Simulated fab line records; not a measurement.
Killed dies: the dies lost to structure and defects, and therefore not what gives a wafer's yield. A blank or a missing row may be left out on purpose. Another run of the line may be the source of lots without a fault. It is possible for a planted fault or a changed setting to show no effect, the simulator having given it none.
fab line records	flow n5-finfet
record lots=14	wafers=41	last-day=18
route steps=1938 shown BEOL_M6@1195
lots untouched by any fault: they come from a run of this same line in which no faults occurred
start-h: start of the lot's first displayed wafer, in hours after the record's first day	wait-h: hours since the lot's step before	" repeats the value in the row above	L1.1+2: a single row standing in for several wafers	- no value, or no start given	* or withheld: withheld	< > ~ a bound
route shown NAME@n: NAME is a module with steps in the file, n the number in the route of the first one	usual: mean/standard deviation of fault-free wafers	same: alike in all rows	chamber/n: place in a boat	sites: readings site by site	_std_site: their standard deviation	_edge_site: outer sites' mean less inner sites'	radius-mm: for every site, how far away it sits from the centre of the wafer	mask NAME#n: copy n	behind: the last tool/chamber to shape the wafer	hold: what put the lot on hold/how long, in hours/how the hold closed	device: which transistor (n, p or np) failed to switch	end of line: the tests these same wafers got at the end of their route	a step with no rows: only its recipe	killed: at the first sort, the dies lost to defects and structure; wafer yield is something else	map: shows each die of a wafer: x if killed, . if not, _ if none is there
set.NAME: the run value of the setting; set.NAME@STEP: its run value at that earlier step	model.NAME: the simulator's own value behind a step, which no gauge read
steps of the route over a sample of lots; a table a step, a row a wafer
services: a tool's chamber out of use, with start hour (start-h, from the record's first day; less than 0 if before it), hours out, and reason
## steps
# step N5_BEOL_M6_CURE_74
# recipe temp-c=385	time-s=240	ambient=He/Ar	material=SiCOH_lowk
# usual lamp-power-pct=52.32/0.05	wafer_temp_C_max=386.7/0.48
lot.wafer	tool	chamber	start-h	wait-h	lamp-power-pct	wafer_temp_C_max
L394.2	uv-cure-03	2	181.42	0.2	52.28	386.5
L394.3	"	2	"	"	52.25	386.7
L394.5	"	2	"	"	52.35	386.8
L395.2	uv-cure-01	2	196.78	0.1	52.21	386.2
L395.4	"	2	"	"	52.31	386.9
L395.6	"	2	"	"	52.32	386.3
L397.1	uv-cure-02	1	199.90	0.0	52.33	385.4
L397.2	"	1	"	"	52.36	385.5
L397.3	"	1	"	"	52.26	386.0
L399.1	uv-cure-03	1	214.33	0.2	52.38	387.2
L399.3	"	1	"	"	52.28	386.8
L399.5	"	1	"	"	52.36	386.7
L402.3	uv-cure-03	1	228.22	0.2	52.23	387.2
L402.4	"	1	"	"	52.25	387.0
L402.6	"	1	"	"	52.30	387.9
L401.2	uv-cure-01	2	229.12	0.1	52.24	386.1
L401.3	"	2	"	"	52.33	386.7
L401.4	"	2	"	"	52.27	386.4
L408.1	uv-cure-03	0	272.03	0.0	52.34	386.5
L408.5	"	0	"	"	52.28	386.7
L408.6	"	0	"	"	52.40	386.1
L409.1	uv-cure-02	0	279.98	0.0	52.25	386.9
L409.2	"	0	"	"	52.37	386.9
L409.6	"	0	"	"	52.27	387.3
L411.1	uv-cure-01	2	289.93	0.4	52.36	386.3
L411.4	"	2	"	"	52.31	386.5
L411.5	"	2	"	"	52.29	386.4
L413.5	uv-cure-01	2	302.59	0.3	52.34	386.3
L413.6	"	2	"	"	52.25	386.1
L414.2	uv-cure-01	0	317.69	0.1	52.29	386.7
L414.3	"	0	"	"	52.38	386.7
L414.4	"	0	"	"	52.25	387.1
L415.3	uv-cure-03	1	320.93	0.4	52.34	387.2
L415.5	"	1	"	"	52.32	386.8
L415.6	"	1	"	"	52.33	387.3
L416.3	uv-cure-02	2	321.59	0.2	52.26	386.6
L416.4	"	2	"	"	52.28	386.3
L416.5	"	2	"	"	52.31	385.8
L417.2	uv-cure-03	0	325.74	0.5	52.23	386.8
L417.4	"	0	"	"	52.26	386.6
L417.5	"	0	"	"	52.24	386.8
# step N5_BEOL_M6_INSPECT_13
# recipe mode=adi	inspect-instrument=brightfield
# usual raw-defect-count=428/100
lot.wafer	tool	chamber	start-h	wait-h	raw-defect-count
L394.2	defect-inspect-02	-	182.69	0.0	291
L394.3	"	-	"	"	216
L394.5	"	-	"	"	322
L395.2	defect-inspect-01	-	199.39	0.0	352
L395.4	"	-	"	"	348
L395.6	"	-	"	"	326
L397.1	defect-inspect-01	-	204.01	0.0	593
L397.2	"	-	"	"	402
L397.3	"	-	"	"	419
L399.1	defect-inspect-02	-	216.83	0.0	435
L399.3	"	-	"	"	357
L399.5	"	-	"	"	415
L402.3	defect-inspect-02	-	230.28	0.0	383
L402.4	"	-	"	"	390
L402.6	"	-	"	"	343
L401.2	defect-inspect-01	-	230.51	0.0	302
L401.3	"	-	"	"	417
L401.4	"	-	"	"	305
L408.1	defect-inspect-02	-	273.83	0.0	366
L408.5	"	-	"	"	533
L408.6	"	-	"	"	417
L409.1	defect-inspect-01	-	282.65	0.0	524
L409.2	"	-	"	"	535
L409.6	"	-	"	"	517
L411.1	defect-inspect-01	-	292.55	0.0	354
L411.4	"	-	"	"	313
L411.5	"	-	"	"	334
L413.5	defect-inspect-02	-	304.60	0.0	466
L413.6	"	-	"	"	498
L414.2	defect-inspect-01	-	320.42	0.0	589
L414.3	"	-	"	"	598
L414.4	"	-	"	"	790
L415.3	defect-inspect-01	-	322.64	0.0	482
L415.5	"	-	"	"	561
L415.6	"	-	"	"	542
L416.3	defect-inspect-01	-	324.77	0.0	633
L416.4	"	-	"	"	430
L416.5	"	-	"	"	472
L417.2	defect-inspect-01	-	327.23	0.0	428
L417.4	"	-	"	"	442
L417.5	"	-	"	"	485
# step N5_BEOL_M6_STRIP_19
# recipe chemistry=O2	power-w=400	temp-c=40	pressure-mtorr=30	rf-frequency-hz=6e+07	bias-power-w=0	overash-fraction=0.2	o2-flow-sccm=225
# usual drypump-motor-current-A=5.9/0.37	oes-product-au=0.83/0.079	rf-vpp-V=3.6/0.61	showerhead-plenum-p-Torr=2.12/0.061	throttle-valve-pct=16.68/0.26
lot.wafer	tool	chamber	start-h	wait-h	drypump-motor-current-A	oes-product-au	rf-hours-counter-h	rf-vpp-V	showerhead-plenum-p-Torr	throttle-valve-pct
L394.2	rie-diel-01	0	183.15	0.1	6.0	0.86	50	3.6	2.23	16.57
L394.3	"	3	"	"	5.3	0.89	27	4.0	2.24	16.82
L394.5	"	0	"	"	6.0	0.86	-	3.6	2.23	16.56
L395.2	rie-diel-02	3	199.88	0.1	5.5	0.86	26	3.4	2.16	16.33
L395.4	"	1	"	"	5.5	0.72	215	2.7	2.17	17.12
L395.6	"	3	"	"	5.5	0.88	-	2.5	2.16	16.34
L397.1	rie-diel-01	3	204.43	0.1	5.3	0.88	34	4.0	2.24	16.80
L397.2	"	0	"	"	6.0	0.87	56	2.7	2.23	16.56
L397.3	"	1	"	"	6.0	0.96	3	3.8	2.07	16.51
L399.1	rie-diel-02	0	217.95	0.1	6.0	0.85	74	4.5	2.12	16.49
L399.3	"	1	"	"	5.5	0.72	221	3.9	2.16	17.10
L399.5	"	1	"	"	5.5	0.72	-	3.0	2.16	17.12
L402.3	rie-diel-02	3	230.76	0.1	5.5	0.85	38	3.5	2.16	16.35
L402.4	"	1	"	"	5.5	0.71	226	3.3	2.16	17.12
L402.6	"	3	"	"	5.5	0.85	-	2.5	2.16	16.35
L401.2	rie-diel-02	1	230.93	0.1	5.5	0.71	226	4.3	2.16	17.13
L401.3	"	3	"	"	5.6	0.85	38	3.1	2.16	16.36
L401.4	"	0	"	"	6.0	0.83	77	4.0	2.12	16.48
L408.1	rie-diel-01	2	274.41	0.2	5.9	1.01	0	4.2	2.16	16.52
L408.5	"	1	"	"	6.1	0.88	-	2.6	2.06	16.56
L408.6	"	2	"	"	5.9	1.01	-	3.0	2.16	16.51
L409.1	rie-diel-06	0	283.08	0.1	6.2	0.84	62	3.3	2.04	16.79
L409.2	"	2	"	"	5.7	0.83	78	4.3	2.03	16.54
L409.6	"	1	"	"	6.5	0.87	-	3.6	2.15	16.90
L411.1	rie-diel-06	2	293.36	0.3	5.7	0.83	81	3.2	2.03	16.54
L411.4	"	0	"	"	6.2	0.84	65	3.8	2.04	16.81
L411.5	"	2	"	"	5.7	0.83	-	4.6	2.03	16.53
L413.5	rie-diel-06	1	305.04	0.0	6.5	0.86	-	3.1	2.14	16.92
L413.6	"	2	"	"	5.7	0.83	-	3.0	2.03	16.56
L414.2	rie-diel-06	3	320.86	0.1	5.4	1.02	1	3.1	2.05	16.57
L414.3	"	1	"	"	6.5	0.85	66	4.3	2.14	16.92
L414.4	"	2	"	"	5.7	0.81	92	3.4	2.02	16.57
L415.3	rie-diel-06	3	323.12	0.1	5.3	1.01	2	2.9	2.05	16.56
L415.5	"	2	"	"	5.7	0.82	-	3.9	2.02	16.56
L415.6	"	1	"	"	6.5	0.84	-	4.3	2.14	16.96
L416.3	rie-diel-02	3	325.20	0.1	5.5	0.79	72	4.8	2.15	16.41
L416.4	"	1	"	"	5.5	0.99	2	3.9	2.15	16.74
L416.5	"	1	"	"	5.6	0.97	-	3.8	2.15	16.78
L417.2	rie-diel-06	3	327.65	0.1	5.4	1.01	3	3.1	2.05	16.56
L417.4	"	2	"	"	5.7	0.81	95	3.6	2.02	16.57
L417.5	"	3	"	"	5.4	1.02	-	3.3	2.05	16.56
# step N5_BEOL_M6_DEVELOP_27
# recipe develop-time-s=30	developer=TMAH	resist=CAR-EUV	rinse-liquid=surfactant-rinse	dry=air-spin	dev-temp-c=23
# usual chill-plate-temp-C=23.02/0.099	develop-time-s=30/0
lot.wafer	tool	chamber	start-h	wait-h	chill-plate-temp-C	develop-time-s
L394.2	litho-track-02	0	185.08	-	23.06	30
L394.3	"	0	"	"	23.07	30
L394.5	"	0	"	"	23.07	30
L395.2	litho-track-03	0	202.53	-	23.00	30
L395.4	"	0	"	"	23.11	30
L395.6	"	0	"	"	23.01	30
L397.1	litho-track-03	0	204.95	-	23.14	30
L397.2	"	0	"	"	23.06	30
L397.3	"	0	"	"	23.13	30
L399.1	litho-track-03	0	218.96	-	23.10	30
L399.3	"	0	"	"	23.11	30
L399.5	"	0	"	"	22.92	30
L401.2	litho-track-02	-	232.30	-	-	-
L401.3	"	-	"	"	-	-
L401.4	"	-	"	"	-	-
L402.3	litho-track-02	-	232.47	-	-	-
L402.4	"	-	"	"	-	-
L402.6	"	-	"	"	-	-
L408.1	litho-track-05	0	277.29	-	22.98	30
L408.5	"	0	"	"	23.04	30
L408.6	"	0	"	"	22.87	30
L409.1	litho-track-02	0	283.52	-	23.02	30
L409.2	"	0	"	"	22.92	30
L409.6	"	0	"	"	22.78	30
L411.1	litho-track-05	0	294.58	-	23.10	30
L411.4	"	0	"	"	23.04	30
L411.5	"	0	"	"	23.12	30
L413.5	litho-track-02	0	305.96	-	22.80	30
L413.6	"	0	"	"	23.12	30
L415.3	litho-track-05	0	324.03	-	22.99	30
L415.5	"	0	"	"	23.08	30
L415.6	"	0	"	"	23.24	30
L414.2	litho-track-02	0	324.25	-	23.05	30
L414.3	"	0	"	"	22.91	30
L414.4	"	0	"	"	22.80	30
L416.3	litho-track-02	0	325.54	-	23.06	30
L416.4	"	0	"	"	23.01	30
L416.5	"	0	"	"	22.89	30
L417.2	litho-track-02	0	328.19	-	23.01	30
L417.4	"	0	"	"	23.06	30
L417.5	"	0	"	"	23.22	30
## services
tool	chamber	start-h	hours	kind
rie-diel-02	2	171.75	5.4	repair
rie-diel-01	1	172.90	-	clean
rie-diel-01	1	172.90	-	consumable-replace:focus-ring
rie-diel-01	1	172.90	20.6	scheduled-down
uv-cure-02	-	180.80	2.1	pm
rie-diel-01	-	189.34	0.3	repair
uv-cure-01	-	191.04	1.0	pm
uv-cure-02	-	208.82	53.7	repair
rie-diel-01	2	218.92	9.9	repair
rie-diel-02	0	219.88	3.8	repair
rie-diel-01	2	254.45	7.3	repair
uv-cure-02	-	262.56	5.0	pm
uv-cure-03	-	289.73	2.1	pm
rie-diel-02	1	302.20	-	clean
rie-diel-02	1	302.20	-	consumable-replace:focus-ring
rie-diel-02	1	302.20	17.0	scheduled-down
rie-diel-02	1	302.20	17.0	vent-cycle
rie-diel-06	3	303.32	-	clean
rie-diel-06	3	303.32	-	consumable-replace:focus-ring
rie-diel-06	3	303.32	15.4	scheduled-down
rie-diel-06	3	303.32	15.4	vent-cycle
uv-cure-01	-	304.10	7.5	pm
rie-diel-01	2	315.73	7.1	repair
uv-cure-02	-	322.80	7.5	pm
## key
first-sign step=N5_BEOL_M6_DEVELOP_27	reading=tool-record	direction=missing
effect none on later readings
met-at N5_BEOL_M6_DEVELOP_27
struck-lots L401,L402
later-rows-left-out L401.2,L401.3,L401.4,L402.3,L402.4,L402.6
sort-left-out L401.2,L401.3,L401.4,L402.3,L402.4,L402.6
not-acting-at N5_BEOL_M6_CURE_74,N5_BEOL_M6_INSPECT_13,N5_BEOL_M6_STRIP_19
onset-between 185.08 232.30
fault kind=skipped-step-whole	tool=litho-track-02	chamber=-	onset-h=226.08	steps=N5_BEOL_M6_DEVELOP_27	scope=struck-lots-only
# sort-left-out: the simulated sort isn't trusted on such a fault, so these wafers' sort isn't shown, and their yield isn't known
# later-rows-left-out: the simulator's readings of these wafers behind a module that went badly wrong aren't trusted and aren't shown, but for the sort
